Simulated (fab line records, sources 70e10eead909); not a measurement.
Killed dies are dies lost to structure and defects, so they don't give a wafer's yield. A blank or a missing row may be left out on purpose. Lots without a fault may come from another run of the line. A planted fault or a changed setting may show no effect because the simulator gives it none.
fab line records | flow nand_harc
record lots=6 wafers=17 last_day=32
route steps=1302 shown A_SGD_CUT@911 A_SLIT@922 A_SIN_REMOVE@947 A_WL_FILL@952 END@1302
lots that met no fault: from a run of the same line without faults
start_h: hours from the record's first day to the start of the lot's first wafer shown | wait_h: hours since the lot's step before | " the same as in the row above | L1.1+2: a row that stands for several wafers | - no value, or no start given | * or withheld: withheld | < > ~ a bound
route shown NAME@n: a module of which the file shows steps, and the number in the route of the first | usual: mean/standard deviation of fault-free wafers | same: alike in all rows | chamber/n: place in a boat | sites: the reading at each site | _std_site: their standard deviation | _edge_site: outer sites' mean less inner sites' | radius_mm: how far each site lies from the wafer's centre | mask NAME#n: copy n | behind: the tool/chamber that last shaped the wafer | hold: why the lot was held/for how many hours/how that ended | device: the transistor (n, p or np) that didn't switch | end of line: the same wafers' tests at the end of the route | a step without rows: its recipe alone | killed: dies lost to structure and defects at the first sort, not the wafer's yield | map: a wafer's dies, x killed, . not, _ none there
set.NAME: the setting as run; set.NAME@STEP: as run at that earlier step | model.NAME: the simulator's own value behind a step, which no gauge read
lots at some steps of the route; a table a step, a row a wafer
services: from which hour (start_h, from the record's first day; less than 0 if before it) a tool's chamber was out of use, for how many hours, and why
## steps
# step NHARC_A_SGD_CUT_PRECLEAN_18
# recipe time_s=* temp_c=50 bath_age_min=0 chemistry=SC1
# step NHARC_A_SGD_CUT_SRD_19
# step NHARC_A_SGD_CUT_DEP_20
# recipe target_thk_a=1500 temp_c=65 material=SiO2
# step NHARC_A_SGD_CUT_ANNEAL_27
# recipe temp_c=450 time_s=1800
# step NHARC_A_SGD_CUT_CMP_21
# recipe target_thk_nm=148.19
# step NHARC_A_SGD_CUT_THK_MEAS_22
# recipe thk_meas_gauge=ellipsometry
# usual thk_nm=148.4/1.4
# columns lot.wafer tool chamber start_h wait_h thk_nm
L715.1 film_metro-01 - 499.88 0.2 150.5
L715.4 " - " " 146.5
L715.6 " - " " 147.8
L718.1 film_metro-02 - 539.32 0.2 147.6
L718.3 " - " " 149.8
L718.4 " - " " 146.3
L722.1 film_metro-02 - 578.03 0.2 149.9
L722.2 " - " " 147.0
L722.5 " - " " 146.6
L725.3 film_metro-01 - 598.63 0.2 151.1
L725.6 " - " " 148.8
L727.1 film_metro-01 - 623.67 0.2 149.1
L727.2 " - " " 150.4
L727.3 " - " " 148.3
L728.2 film_metro-01 - 633.64 0.2 149.1
L728.5 " - " " 147.1
L728.6 " - " " 148.0
# step NHARC_A_SGD_CUT_SRD_23
# step NHARC_A_SGD_CUT_ETCH_26
# recipe target_depth_a=458 chemistry=dHF material=SiO2
# step NHARC_A_SGD_CUT_ETCHBACK_24
# recipe target_depth_a=500 over_etch_frac=0.3 time_s=92.857 ion_energy_ev=120 ch3f_flow_sccm=50 o2_flow_sccm=30 ar_flow_sccm=200 rf_w=500 bias_w=100 chemistry=CH3F/O2
# usual chamber_pressure_mTorr=24.998/0.026 drypump_motor_current_A=5.6/0.52 o2_flow_sccm=29.99/0.084 oes_product_au=0.97/0.031 rf_vpp_V=243.9/1.6 showerhead_plenum_p_Torr=2.43/0.1 throttle_valve_pct=20.663/0.0086
# same time_s=92.857
# columns lot.wafer tool chamber start_h wait_h chamber_pressure_mTorr drypump_motor_current_A o2_flow_sccm oes_product_au rf_hours_counter_h rf_vpp_V showerhead_plenum_p_Torr throttle_valve_pct
L715.4 rie_diel-02 1 500.12 0.2 25.018 5.2 29.97 1.01 6.5 241.5 2.31 20.666
L715.1 " 2 " " 24.991 5.8 30.00 0.99 6.6 244.9 2.54 20.666
L715.6 " 1 " " 25.012 5.2 30.15 1.00 - 244.1 2.31 20.667
L718.4 rie_diel-02 0 539.55 0.1 24.980 5.7 30.02 1.00 7.5 243.2 2.32 20.670
L718.1 " 1 " " 24.993 5.2 30.08 0.99 8.9 242.3 2.31 20.668
L718.3 " 2 " " 25.005 5.7 29.98 0.99 9.1 246.8 2.54 20.666
L722.2 rie_diel-08 2 578.30 0.2 25.024 4.9 29.89 0.92 1.9 244.8 2.37 20.667
L722.1 " 1 " " 24.986 5.0 30.04 0.93 1.8 243.3 2.42 20.664
L722.5 " 2 " " 24.974 4.9 30.04 0.92 - 242.3 2.37 20.643
L725.3 rie_diel-06 1 598.87 0.1 24.957 5.7 30.00 1.00 7.5 244.0 2.39 20.660
L725.6 " 0 " " 24.967 6.1 29.73 1.00 - 240.5 2.30 20.666
L727.1 rie_diel-08 1 623.89 0.2 25.001 5.0 30.07 0.92 3.7 243.8 2.42 20.660
L727.3 " 3 " " 24.991 5.9 30.03 0.92 3.3 245.3 2.61 20.646
L727.2 " 0 " " 25.009 6.3 30.04 0.92 3.3 242.9 2.44 20.672
L728.2 rie_diel-02 0 633.87 0.1 24.969 5.7 29.82 0.97 2.7 242.6 2.32 20.671
L728.5 " 3 " " 24.992 6.3 29.88 0.95 - 243.7 2.50 20.667
L728.6 " 0 " " 24.983 5.7 29.89 0.97 - 241.4 2.32 20.661
# step NHARC_A_SGD_CUT_STRIP_28
# recipe time_s=20 o2_flow_sccm=500 ar_flow_sccm=0 bias_w=0 chemistry=O2
# step NHARC_A_SGD_CUT_INSPECT_25
# usual raw_defect_count=409/83
# columns lot.wafer tool chamber start_h wait_h raw_defect_count
L715.1 defect_inspect-01 - 500.35 - 605
L715.4 " - " " 484
L715.6 " - " " 451
L718.1 defect_inspect-01 - 539.79 - 314
L718.3 " - " " 344
L718.4 " - " " 398
L722.1 defect_inspect-02 - 578.59 - 397
L722.2 " - " " 432
L722.5 " - " " 359
L725.3 defect_inspect-01 - 599.32 - 433
L725.6 " - " " 502
L727.1 defect_inspect-01 - 624.13 - 249
L727.2 " - " " 345
L727.3 " - " " 245
L728.2 defect_inspect-02 - 634.11 - 361
L728.5 " - " " 488
L728.6 " - " " 412
# step NHARC_A_SLIT_DEP_25
# recipe target_thk_a=2000 temp_c=400 pressure_torr=6.5 rf_w=900 teos_flow_sccm=161.4 flow_sccm=2650 target_thk_nm=200 gas=O2 material=SiO2
# step NHARC_A_SLIT_DEP_00
# recipe target_thk_a=62000 temp_c=400 material=aC
# usual throttle_valve_pct=35.000/0.0086
# columns lot.wafer tool chamber start_h wait_h throttle_valve_pct
L715.1 acl_dep-03 0 502.13 - 34.997
L715.4 " 0 504.02 - 34.975
L715.6 " 0 505.29 - 34.997
L718.1 acl_dep-03 0 540.20 - 34.984
L718.3 " 0 541.45 - 35.000
L718.4 " 0 " " 35.000
L722.1 acl_dep-03 0 581.14 - 35.016
L722.2 " 0 " " 34.991
L722.5 " 0 583.63 - 35.009
L725.3 acl_dep-03 0 606.06 - 35.013
L725.6 " 0 607.91 - 35.022
L727.1 acl_dep-01 0 625.72 - 34.983
L727.2 " 0 " " 34.989
L727.3 " 0 " " 34.988
L728.2 acl_dep-02 0 635.15 - 34.988
L728.5 " 0 637.03 - 35.000
L728.6 " 0 " " 34.997
# step NHARC_A_SLIT_DEP_23
# recipe target_thk_a=1000 target_thk_nm=100 temp_c=400 pressure_torr=3.5 flow_sccm=200 rf_w=350 material=SiON
# usual heater_power_outer_w=447/67 heater_power_w=731/100
# columns lot.wafer tool chamber start_h wait_h heater_power_outer_w heater_power_w
L715.1 pecvd-03 2 505.94 3.2 480 759
L715.6 " 0 " " 465 698
L715.4 " 1 " " 422 723
L718.3 pecvd-03 2 544.02 1.9 479 749
L718.1 " 0 " " 473 743
L718.4 " 2 " " 491 762
L722.1 pecvd-04 1 584.89 3.1 508 771
L722.2 " 2 " " 397 700
L722.5 " 0 " " 614 970
L725.3 pecvd-04 0 608.58 1.9 592 986
L725.6 " 0 " " 588 980
L727.1 pecvd-04 2 629.46 3.1 475 776
L727.3 " 0 " " 583 972
L727.2 " 1 " " 433 670
L728.2 pecvd-03 2 638.70 2.9 484 734
L728.5 " 1 " " 454 730
L728.6 " 0 " " 387 627
# step NHARC_A_SLIT_DEHYDRATE_01
# recipe temp_c=150 time_s=120
# step NHARC_A_SLIT_HMDS_02
# recipe time_s=30
# step NHARC_A_SLIT_COAT_03
# recipe spin_rpm=1500 resist_thk_nm=90
# step NHARC_A_SLIT_SOFTBAKE_04
# recipe temp_c=105 time_s=55
# step NHARC_A_SLIT_EBR_05
# step NHARC_A_SLIT_EXPOSE_06
# recipe na=1.35 dose_mj=60.82 mask_id=SLIT
# step NHARC_A_SLIT_PEB_07
# recipe peb_temp_c=100 peb_time_s=65
# step NHARC_A_SLIT_DEVELOP_08
# recipe develop_time_s=35 dev_temp_c=23
# step NHARC_A_SLIT_CD_MEAS_09
# recipe target_cd_nm=300 landing_energy_ev=500
# usual cd_nm=300.0/0.56
# columns lot.wafer tool chamber start_h wait_h cd_nm
L715.1 cd_sem-01 0 506.62 - 299.9
L715.4 " 0 " " 300.3
L715.6 " 0 " " 300.2
L718.1 cd_sem-02 0 544.67 - 300.9
L718.3 " 0 " " 299.8
L718.4 " 0 " " 300.5
L722.1 cd_sem-01 0 585.57 - 299.8
L722.2 " 0 " " 299.9
L722.5 " 0 " " 299.1
L725.3 cd_sem-01 0 609.23 - 300.3
L725.6 " 0 " " 299.8
L727.1 cd_sem-03 0 630.14 - 299.9
L727.2 " 0 " " 300.1
L727.3 " 0 " " 300.2
L728.2 cd_sem-01 0 639.23 - 299.9
L728.5 " 0 " " 299.5
L728.6 " 0 " " 299.1
# step NHARC_A_SLIT_OVL_MEAS_10
# usual overlay_x_nm=-0.2/0.72 overlay_y_nm=-0.1/0.87
# columns lot.wafer tool chamber start_h wait_h overlay_x_nm overlay_y_nm
L715.1 overlay-02 - 506.71 - 0.5 0.4
L715.4 " - " " 0.2 0.2
L715.6 " - " " 0.2 0.8
L718.1 overlay-01 - 544.76 - 0.1 1.4
L718.3 " - " " -0.6 1.2
L718.4 " - " " 0.1 1.2
L722.1 overlay-02 - 585.66 - -0.1 0.9
L722.2 " - " " 0.0 0.7
L722.5 " - " " -0.5 0.9
L725.3 overlay-02 - 609.32 - -0.1 -1.9
L725.6 " - " " -0.4 -1.9
L727.1 overlay-02 - 630.23 - 0.3 0.8
L727.2 " - " " 0.4 0.9
L727.3 " - " " 0.4 0.9
L728.2 overlay-02 - 639.31 - -0.1 -0.4
L728.5 " - " " -0.9 -0.4
L728.6 " - " " -0.4 -0.4
# step NHARC_A_SLIT_INSPECT_11
# usual raw_defect_count=67/23
# columns lot.wafer tool chamber start_h wait_h raw_defect_count
L715.1 defect_inspect-02 - 506.75 0.0 62
L715.4 " - " " 74
L715.6 " - " " 68
L718.1 defect_inspect-02 - 544.79 0.0 24
L718.3 " - " " 22
L718.4 " - " " 43
L722.1 defect_inspect-01 - 585.70 0.0 51
L722.2 " - " " 50
L722.5 " - " " 52
L725.3 defect_inspect-01 - 609.35 0.0 63
L725.6 " - " " 58
L727.1 defect_inspect-01 - 630.27 0.0 25
L727.2 " - " " 21
L727.3 " - " " 20
L728.2 defect_inspect-01 - 639.35 0.0 78
L728.5 " - " " 98
L728.6 " - " " 84
# step NHARC_A_SLIT_DESCUM_14
# recipe time_s=3 o2_flow_sccm=200 ar_flow_sccm=0 bias_power_w=0 chemistry=O2
# step NHARC_A_SLIT_ETCH_24
# recipe target_depth_a=1210 time_s=60.5 cf4_flow_sccm=100 chf3_flow_sccm=30 ar_flow_sccm=0 rf_w=500 bias_w=200 chemistry=CF4/CHF3
# step NHARC_A_SLIT_ETCH_15
# recipe target_depth_a=62000 over_etch_frac=0.3 time_s=1612 ion_energy_ev=150 o2_flow_sccm=400 cos_flow_sccm=20 ar_flow_sccm=0 rf_w=500 bias_w=300 chemistry=O2/COS
# usual chamber_pressure_mTorr=20.000/0.018 drypump_motor_current_A=5.6/0.4 o2_flow_sccm=400.0/1.2 oes_product_au=1.005/0.0093 rf_vpp_V=314.0/1.9 showerhead_plenum_p_Torr=3.12/0.12 throttle_valve_pct=28.329/0.0087
# same time_s=1612
# columns lot.wafer tool chamber start_h wait_h chamber_pressure_mTorr drypump_motor_current_A o2_flow_sccm oes_product_au rf_hours_counter_h rf_vpp_V showerhead_plenum_p_Torr throttle_valve_pct
L715.1 rie_diel-01 2 - - 19.996 6.2 397.6 1.022 6 310.8 2.96 28.323
L715.4 " 3 " " 19.972 4.8 401.0 1.012 9 315.9 3.26 28.333
L715.6 " 0 " " 19.996 6.1 399.5 0.994 - 315.5 3.18 28.338
L718.4 rie_diel-01 0 - - 20.001 6.1 399.7 1.007 12 316.0 3.18 28.340
L718.3 " 2 " " 20.008 6.1 398.7 0.997 9 312.1 2.96 28.330
L718.1 " 3 " " 20.001 4.8 402.8 1.004 11 316.6 3.26 28.328
L722.2 rie_diel-10 1 - - 20.001 5.8 400.7 0.986 5 312.1 2.98 28.323
L722.1 " 3 " " 20.014 5.7 398.6 1.002 7 311.1 3.02 28.338
L722.5 " 1 " " 19.994 5.8 399.8 0.986 - 311.7 2.98 28.331
L725.3 rie_diel-01 1 610.14 0.5 20.037 5.6 400.8 1.007 - 311.3 2.94 28.333
L725.6 " 1 " " 20.007 5.6 399.1 1.009 - 310.6 2.94 28.335
L727.2 rie_diel-03 0 - - 20.008 5.9 398.0 1.001 9 315.5 3.24 28.328
L727.3 " 1 " " 19.987 5.7 399.1 0.993 9 316.0 3.30 28.333
L727.1 " 2 " " 20.002 4.9 401.5 1.009 9 315.4 3.17 28.328
L728.2 rie_diel-01 3 639.67 0.1 20.005 4.8 400.6 1.002 7 315.8 3.26 28.320
L728.6 " 3 " " 20.023 4.8 399.4 1.000 - 317.6 3.26 28.346
L728.5 " 2 " " 19.965 6.2 397.4 1.017 - 312.5 2.96 28.325
# step NHARC_A_SLIT_ETCH_17
# recipe bias_v=900 source_w=withheld pressure_mtorr=20 ar_flow_sccm=375 c4f8_flow_sccm=83.3 o2_flow_sccm=41.7 time_s=4254.5 target_depth_a=2.03e+05 chemistry=C4F8/O2/Ar
# step NHARC_A_SLIT_ETCH_26
# recipe bias_v=400 source_w=2000 pressure_mtorr=25 time_s=90 ar_flow_sccm=375 c4f8_flow_sccm=41.7 o2_flow_sccm=83.3 target_depth_a=4000 chemistry=C4F8/O2/Ar
# usual chamber_pressure_mTorr=25.000/0.023 drypump_motor_current_A=6.1/0.49 o2_flow_sccm=83.29/0.26 showerhead_plenum_p_Torr=3.78/0.13 throttle_valve_pct=27.619/0.0092
# same time_s=90
# columns lot.wafer tool chamber start_h wait_h chamber_pressure_mTorr drypump_motor_current_A o2_flow_sccm rf_hours_counter_h showerhead_plenum_p_Torr throttle_valve_pct
L715.1 har_etch-01 0 511.75 2.5 24.997 6.2 83.51 286 3.66 27.619
L715.4 " 1 " " 25.026 5.3 83.91 - 3.66 27.631
L715.6 " 1 " " 24.972 5.3 84.03 - 3.66 27.606
L718.1 har_etch-01 1 549.70 2.4 24.950 5.3 82.97 305 3.65 27.622
L718.4 " 0 " " 24.955 6.2 83.49 - 3.65 27.626
L718.3 " 1 " " 25.001 5.3 82.89 - 3.65 27.617
L722.1 har_etch-01 1 594.64 3.0 24.968 5.4 83.46 332 3.64 27.607
L722.2 " 0 " " 25.011 6.2 83.59 332 3.64 27.617
L722.5 " 0 " " 24.949 6.2 83.34 - 3.64 27.618
L725.3 har_etch-01 0 615.14 1.3 25.000 6.2 83.10 - 3.63 27.637
L725.6 " 0 " " 25.031 6.2 83.31 - 3.63 27.634
L727.1 har_etch-02 0 635.18 3.0 25.008 6.8 83.02 141 3.90 27.596
L727.2 " 1 " " 25.012 6.2 83.40 141 3.86 27.633
L727.3 " 1 " " 25.007 6.2 83.52 - 3.87 27.621
L728.2 har_etch-02 1 645.10 2.5 25.015 6.2 83.23 148 3.86 27.612
L728.6 " 0 " " 24.997 6.8 83.16 - 3.89 27.631
L728.5 " 1 " " 25.013 6.2 83.21 - 3.86 27.627
# step NHARC_A_SLIT_STRIP_28
# recipe o2_flow_sccm=400 cos_flow_sccm=20 ar_flow_sccm=0 bias_w=0 chemistry=O2/COS
# step NHARC_A_SLIT_ETCH_29
# recipe target_depth_a=1000 overetch_a=100 time_s=55 ion_energy_ev=100 cf4_flow_sccm=80 o2_flow_sccm=20 ar_flow_sccm=0 rf_w=300 bias_w=100 chemistry=CF4/O2
# step NHARC_A_SLIT_STRIP_18
# recipe o2_flow_sccm=500 ar_flow_sccm=0 bias_w=0 chemistry=O2
# step NHARC_A_SLIT_PRECLEAN_19
# recipe time_s=* temp_c=50 bath_age_min=0 chemistry=SC1
# step NHARC_A_SLIT_SRD_20
# step NHARC_A_SLIT_CD_MEAS_21
# usual cd_nm=289.5/1
# columns lot.wafer tool chamber start_h wait_h cd_nm
L715.1 cd_sem-03 - 513.13 - 290.5
L715.4 " - " " 291.4
L715.6 " - " " 290.7
L718.1 cd_sem-03 - 551.09 - 290.5
L718.3 " - " " 290.7
L718.4 " - " " 290.1
L722.1 cd_sem-01 - 596.17 - 287.3
L722.2 " - " " 287.8
L722.5 " - " " 287.3
L725.3 cd_sem-03 - 616.73 - 287.9
L725.6 " - " " 288.5
L727.1 cd_sem-02 - 636.61 - 289.0
L727.2 " - " " 289.2
L727.3 " - " " 290.0
L728.2 cd_sem-02 - 646.58 - 289.1
L728.5 " - " " 289.2
L728.6 " - " " 288.8
# step NHARC_A_SIN_REMOVE_WET_00
# recipe temp_c=160 time_s=15300 chemistry=H3PO4
# step NHARC_A_SIN_REMOVE_PRECLEAN_01
# recipe time_s=* temp_c=50 bath_age_min=0 chemistry=SC1
# step NHARC_A_SIN_REMOVE_SRD_02
# step NHARC_A_SIN_REMOVE_INSPECT_04
# usual raw_defect_count=410/82
# columns lot.wafer tool chamber start_h wait_h raw_defect_count
L715.1 defect_inspect-02 - 525.63 0.0 608
L715.4 " - " " 506
L715.6 " - " " 424
L718.1 defect_inspect-01 - 557.72 0.0 366
L718.3 " - " " 371
L718.4 " - " " 421
L722.1 defect_inspect-02 - 602.76 0.0 454
L722.5 " - " " 432
L725.6 defect_inspect-01 - 623.38 0.0 536
L727.1 defect_inspect-01 - 643.16 0.0 241
L727.2 " - " " 351
L727.3 " - " " 253
L728.2 defect_inspect-02 - 652.30 0.0 318
L728.5 " - " " 422
L728.6 " - " " 333
# step NHARC_A_WL_FILL_ALD_00
# recipe target_thk_a=30 pulse_time_s=3 ald_cycles=30 temp_c=300 material=Al2O3
# usual heater_power_outer_w=261/30 heater_power_w=457/47 precursor_pulse_height_rel=0.998/0.019
# columns lot.wafer tool chamber start_h wait_h heater_power_outer_w heater_power_w precursor_pulse_height_rel
L715.4 ald_hk-02 3 525.72 0.1 236 407 0.961
L715.1 " 0 " " 310 554 1.005
L715.6 " 2 " " 291 474 0.990
L718.1 ald_hk-04 3 557.79 0.1 257 471 1.024
L718.3 " 0 " " 262 422 0.992
L718.4 " 1 " " 272 455 1.027
L722.1 ald_hk-02 1 602.85 0.1 237 451 0.981
L722.5 " 1 " " 236 444 0.984
L725.6 ald_hk-02 2 623.71 0.3 290 455 1.013
L727.2 ald_hk-04 3 643.23 0.1 253 461 1.026
L727.1 " 0 " " 264 425 1.010
L727.3 " 2 " " 214 405 0.985
L728.2 ald_hk-02 2 652.36 0.1 284 461 0.985
L728.5 " 2 " " 289 455 0.998
L728.6 " 3 " " 213 409 0.979
# step NHARC_END_SORT_01
# recipe temp_c=25
# usual killed_at_array=64/16 killed_at_other=1.0/1.1 killed_at_periphery=3.5/2.3 killed_dies=69/17 killed_open=3.2/1.6 killed_short=2.4/1.6
# same gross_dies=677
# columns lot.wafer tool chamber start_h wait_h killed_at_array killed_at_other killed_at_periphery killed_dies killed_open killed_short
L715.1 prober-01 0 621.07 2.5 78 1 2 81 3 2
L715.4 prober-01 0 623.50 3.4 90 1 1 92 1 1
L715.6 prober-01 0 625.12 4.0 75 0 1 76 2 1
L722.2 prober-02 0 700.05 2.8 664 2 2 668 1 2
L725.3 prober-02 0 726.00 3.1 666 0 7 673 4 3
L725.6 prober-02 0 728.43 4.1 55 0 2 57 1 1
L727.2 prober-01 0 752.66 2.8 28 0 4 32 2 2
# killed by level:class
L715.1 A_CHANNEL_HOLE_D2:chamber_film_flake=39 A_SLIT:chamber_film_flake=22 A_CHANNEL_HOLE_D1:chamber_film_flake=6 A_STAIRCASE:chamber_film_flake=4 A_CONTACT:chamber_film_flake=4 P_CONTACT:geometric_particle:open=1 A_SOURCE_PLATE:geometric_particle:short=1 A_WL_FILL:geometric_particle:short=1
L715.4 A_CHANNEL_HOLE_D2:chamber_film_flake=39 A_SLIT:chamber_film_flake=34 A_CHANNEL_HOLE_D1:chamber_film_flake=6 A_STAIRCASE:chamber_film_flake=6 A_CHANNEL_FILL_D1:chamber_film_flake=2 A_CONTACT:chamber_film_flake=2 P_CONTACT:geometric_particle:short=1 A_CHANNEL_FILL_D1:geometric_particle:open=1
L715.6 A_SLIT:chamber_film_flake=32 A_CHANNEL_HOLE_D2:chamber_film_flake=30 A_CHANNEL_HOLE_D1:chamber_film_flake=6 A_CHANNEL_FILL_D1:chamber_film_flake=2 A_ONON_D1:geometric_particle:open=1 A_DECK1_JOINT:geometric_particle:short=1 A_M0:geometric_particle:open=1 P_STI:chamber_film_flake=1
L722.2 A_SLIT:area_dep=599 A_CHANNEL_HOLE_D1:chamber_film_flake=31 A_SLIT:chamber_film_flake=27 A_CONTACT:chamber_film_flake=3 A_CHANNEL_FILL_D2:geometric_particle:short=2 A_ONON_D2:geometric_particle:open=1 P_ZERO_WELL:chamber_film_flake=1 P_STI:chamber_film_flake=1
L725.3 A_SLIT:area_dep=588 A_CHANNEL_HOLE_D2:chamber_film_flake=31 A_SLIT:chamber_film_flake=29 A_CHANNEL_HOLE_D1:chamber_film_flake=6 A_STAIRCASE:chamber_film_flake=3 A_BONDPAD:chamber_film_flake=3 P_STI:chamber_film_flake=2 P_CONTACT:chamber_film_flake=2
L725.6 A_SLIT:chamber_film_flake=22 A_CHANNEL_HOLE_D2:chamber_film_flake=15 A_CHANNEL_HOLE_D1:chamber_film_flake=5 A_CONTACT:chamber_film_flake=5 A_ZERO_WELL:chamber_film_flake=3 A_STAIRCASE:chamber_film_flake=2 A_ONON_D1:geometric_particle:short=1 A_SGD_CUT:geometric_particle:open=1
L727.2 A_CHANNEL_HOLE_D1:chamber_film_flake=11 A_CONTACT:chamber_film_flake=5 A_CHANNEL_FILL_D2:chamber_film_flake=3 A_SLIT:chamber_film_flake=3 P_GATE:chamber_film_flake=2 A_STAIRCASE:chamber_film_flake=2 P_STI:geometric_particle:short=1 A_DECK1_JOINT:geometric_particle:open=1
# map L722.2 (x killed, . not)
____________x____________
_________xxxxxxx_________
_______xxxxxxxxxxx_______
______xxxxxxxxxxxxx______
_____xxxxxxxxxxxxxxx_____
____xxxxxxxxxxxxxxxxx____
____xxxxxxxxxxxxxxxxx____
___xxxxxxxxxxxxxxxxxxx___
___xxxxxxxxxxxxxxxxxxx___
__xxxxxxxxxxxxxxxxxxxxx__
__xxxxxxxxxxxxxxxxxxxxx__
_xxxxxxxxxxxxxxxxxxxxxxx_
_xxxxxxxxxxxxx.xxxxxxxxx_
_xxxxxxxxxxxxx.xxxxxxxxx_
_xxxxxxxxxxxxxxxxxxxxxxx_
_xxxxxxxxxxx.xxxxxxxxxxx_
xxxxxxxxx.xxxxxxxxxxxxxxx
xxxxxxxxxxxxx.xxxxxxxxxxx
xxxxxxx.xxxxxxxxxxxxxxxxx
xxxxxxxxx.xx.xxxxxxxxxxxx
xxxxxxxxxxxxxxxxxxxxxxxxx
_xxxxxxxxxxxxxxxxxxxxxxx_
_xxxxxxxxxxxxxxxxxxxxxxx_
_xxxxxxxxx.xxxxxxxxxxxxx_
_xxxxxxxxxxxxxxxxxxxxxxx_
_xxxxxxxxxxxxxxxxxxxxxxx_
__xxxxxxxxxxxxxxxxxxxxx__
__xxxxxxxxxxxxxxxxxxxxx__
___xxxxxxxxxxxxxxxxxxx___
___xxxxxxxxxxxxxxxxxxx___
____xxxxxxxxxxxxxxxxx____
____xxxxxxxxxxxxxxxxx____
_____xxxxxxxxxxxxxxx_____
______xxxxxxxxxxxxx______
_______xxxxxxxxxxx_______
_________xxxxxxx_________
____________x____________
# map L725.3 (x killed, . not)
____________x____________
_________xxxxxxx_________
_______xxxxxxxxxxx_______
______xxxxxxxxxxxxx______
_____xxxxxxxxxxxxxxx_____
____xxxxxxxxxxxxxxxxx____
____xxxxxxxxxxxxxxxxx____
___xxxxxxxxxxxxxxxxxxx___
___xxxxxxxxxxxxxxxxxx.___
__xxxxxxxxxxxxxxxxxxxxx__
__xxxxxxxxxxxxxxxxxxxxx__
_xxxxxxxxxxxxxxxxxxxxxxx_
_xxxxxxxxxxxxxxxxxxxxxxx_
_xxxxxxxxxxxxxxxxxxxxxxx_
_xxxxxxxxxxxxxxxxxxxxxxx_
_xxxxxxxxxxxxxxxxxxxxxxx_
xxxxxxxxxxxxxxxxxxx.xxxxx
xxxxxxxxxxxxxxxxxxxxxxxx.
xxxxxxxxxxxxxxxxxxxxxxxxx
xxxxxxxxxxxxxxxxxxxxxxxxx
xxxxxxxxxxxxxxxxxxxxxxxxx
_xxxxxxxxxxxxxxxxxxxxxxx_
_xxxxxxxxxxxxxxxxxxxxx.x_
_xxxxxxxxxxxxxxxxxxxxxxx_
_xxxxxxxxxxxxxxxxxxxxxxx_
_xxxxxxxxxxxxxxxxxxxxxxx_
__xxxxxxxxxxxxxxxxxxxxx__
__xxxxxxxxxxxxxxxxxxxxx__
___xxxxxxxxxxxxxxxxxxx___
___xxxxxxxxxxxxxxxxxxx___
____xxxxxxxxxxxxxxxxx____
____xxxxxxxxxxxxxxxxx____
_____xxxxxxxxxxxxxxx_____
______xxxxxxxxxxxxx______
_______xxxxxxxxxxx_______
_________xxxxxxx_________
____________x____________
## services
# columns tool chamber start_h hours kind
pecvd-04 - 483.89 0.4 repair
acl_dep-03 - 484.96 13.0 pm
rie_diel-03 0 493.57 3.7 repair
rie_diel-10 1 499.88 3.1 repair
rie_diel-08 3 508.41 3.5 repair
rie_diel-02 0 526.22 5.4 repair
ald_hk-02 - 527.01 10.0 pm
rie_diel-10 - 528.98 1.6 repair
rie_diel-10 1 532.25 5.3 repair
rie_diel-08 - 544.80 9.0 pm
pecvd-03 - 547.30 13.0 pm
pecvd-04 - 549.49 2.3 repair
acl_dep-01 - 551.51 13.0 pm
rie_diel-01 1 555.68 2.0 repair
rie_diel-10 1 557.30 13.3 repair
rie_diel-01 - 557.80 9.0 pm
rie_diel-10 3 564.30 2.0 repair
rie_diel-02 - 570.70 9.0 pm
har_etch-02 - 579.64 3.8 repair
rie_diel-01 0 583.54 59.1 repair
har_etch-01 - 584.36 2.1 repair
rie_diel-01 2 607.97 29.9 repair
pecvd-04 - 631.00 13.0 pm
rie_diel-01 1 638.84 8.6 repair
## key
first_sign step=NHARC_END_SORT_01 reading=killed_at_array direction=up sigmas=37 usual=64 struck=665
effect step=NHARC_END_SORT_01 reading=killed_dies direction=up sigmas=36 usual=69 struck=670
more_kills_born_at NHARC_A_SLIT_DEP_00@acl_dep-03=1187
met_at NHARC_A_SLIT_DEP_00
struck_wafers L722.2,L725.3
later_rows_left_out L722.2,L725.3
tester_left_out L722,L725
onset_between 540.20 581.14
fault kind=process_parameter_drift tool=acl_dep-03 chamber=- onset_h=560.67 steps=NHARC_A_SLIT_DEP_00 channel=target_thk_a offset=* shape=step end_h=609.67 scope=struck_wafers_only acts_in=* stated=*
# tester_left_out: of these lots the tester's yield and bins aren't shown, on N5 and GAA mostly nor the transistor test; their killed dies are dies lost to structure and defects alone, not to doping, threshold or leakage, so they don't give the yield
# later_rows_left_out: the simulator's readings of these wafers behind a module that went badly wrong aren't trusted and aren't shown, but for the sort
